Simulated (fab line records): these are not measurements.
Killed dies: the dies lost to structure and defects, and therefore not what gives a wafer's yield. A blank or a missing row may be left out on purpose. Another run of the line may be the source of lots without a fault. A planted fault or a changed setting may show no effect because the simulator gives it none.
Chamber matching ; flow n5 finfet ; N5_DUMMY_REMOVAL_HM_STRIP_01 on rie diel-06: 4 sister chambers
The step strips SiNx in CH3F/O2, stops on poly-Si, target depth 4 nm, time 6.8 s. 4 wafers are shown with their chamber, then 9 later ones without.

WAFERS WITH THEIR CHAMBER
wafer;chamber;showerhead plenum p Torr (Torr)
L089.4;3;2.08
L092.1;2;1.91
L092.2;0;2.05
L092.3;1;1.92

WAFERS WITH NO CHAMBER GIVEN
wafer;showerhead plenum p Torr (Torr)
L094.2;2.05
L094.3;2.08
L094.4;1.90
L096.2;1.90
L096.3;2.08
L096.5;1.90
L097.2;2.08
L097.4;1.90
L097.6;1.91

THE CHAMBER EACH PASSED THROUGH
wafer;from the rows above;in truth
L094.2;0;0
L094.3;3;3
L094.4;can't be placed: 2 or 1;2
L096.2;can't be placed: 2 or 1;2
L096.3;3;3
L096.5;can't be placed: 2 or 1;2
L097.2;3;3
L097.4;can't be placed: 2 or 1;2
L097.6;can't be placed: 2 or 1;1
Correct placement for 4 of the 9. These rows do not allow placing 5 (true chamber among the candidates in 5). Wrongly placed: 0.
How it was worked out, from the rows above alone: a wafer's distance from a chamber is the root of the sum, over the readings, of the square of ((its reading less the chamber's mean) divided by the reading's scatter). The wafer belongs to the nearest chamber; if the next one is less than 2 further off, it can't be placed. A chamber's mean is the mean of its shown wafers. The scatter: root of mean squared gap, hidden wafer to nearest shown wafer, with one shown wafer a chamber.
